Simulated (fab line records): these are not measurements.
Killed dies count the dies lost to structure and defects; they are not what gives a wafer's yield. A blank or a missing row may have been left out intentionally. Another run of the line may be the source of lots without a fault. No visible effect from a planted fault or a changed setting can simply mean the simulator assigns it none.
Matching of chambers / flow nand-harc / 4 sister chambers for NHARC_P_M1_ETCH_35 on rie-diel-12
The step etches the open film in N2/H2, target depth 40 nm, overetch 12 nm, time 43.94 s. 4 wafers are shown with their chamber, then 10 later ones without.

== WAFERS WITH THEIR CHAMBER ==
wafer=L351.1; chamber=2; showerhead-plenum-p-Torr (Torr)=1.96
wafer=L351.2; chamber=0; showerhead-plenum-p-Torr (Torr)=1.99
wafer=L356.2; chamber=3; showerhead-plenum-p-Torr (Torr)=1.89
wafer=L356.4; chamber=1; showerhead-plenum-p-Torr (Torr)=2.02

== WAFERS WITH NO CHAMBER GIVEN ==
wafer=L356.5; showerhead-plenum-p-Torr (Torr)=1.96
wafer=L362.3; showerhead-plenum-p-Torr (Torr)=1.89
wafer=L362.5; showerhead-plenum-p-Torr (Torr)=2.02
wafer=L362.6; showerhead-plenum-p-Torr (Torr)=1.96
wafer=L365.1; showerhead-plenum-p-Torr (Torr)=2.02
wafer=L365.2; showerhead-plenum-p-Torr (Torr)=1.95
wafer=L365.3; showerhead-plenum-p-Torr (Torr)=1.89
wafer=L366.2; showerhead-plenum-p-Torr (Torr)=1.98
wafer=L366.3; showerhead-plenum-p-Torr (Torr)=2.02
wafer=L366.5; showerhead-plenum-p-Torr (Torr)=1.89

== THE CHAMBER EACH PASSED THROUGH ==
wafer=L356.5; from the rows above=2; in truth=2
wafer=L362.3; from the rows above=3; in truth=3
wafer=L362.5; from the rows above=1; in truth=1
wafer=L362.6; from the rows above=2; in truth=2
wafer=L365.1; from the rows above=1; in truth=1
wafer=L365.2; from the rows above=2; in truth=2
wafer=L365.3; from the rows above=3; in truth=3
wafer=L366.2; from the rows above=0; in truth=0
wafer=L366.3; from the rows above=1; in truth=1
wafer=L366.5; from the rows above=3; in truth=3
10 of 10 placed correctly. From these rows, 0 cannot be placed. Placed wrongly: 0.
How it was worked out, from the rows above alone: a wafer's distance from a chamber is the root of the sum, over the readings, of the square of ((its reading less the chamber's mean) divided by the reading's scatter). If the next closest chamber is less than 2 further off than the closest, the wafer can't be placed; otherwise it belongs to the closest. Each chamber's mean is taken over the wafers shown for it. The scatter (one wafer shown for each chamber): square how far every hidden wafer sits from the nearest shown wafer, average those squares and take the square root.
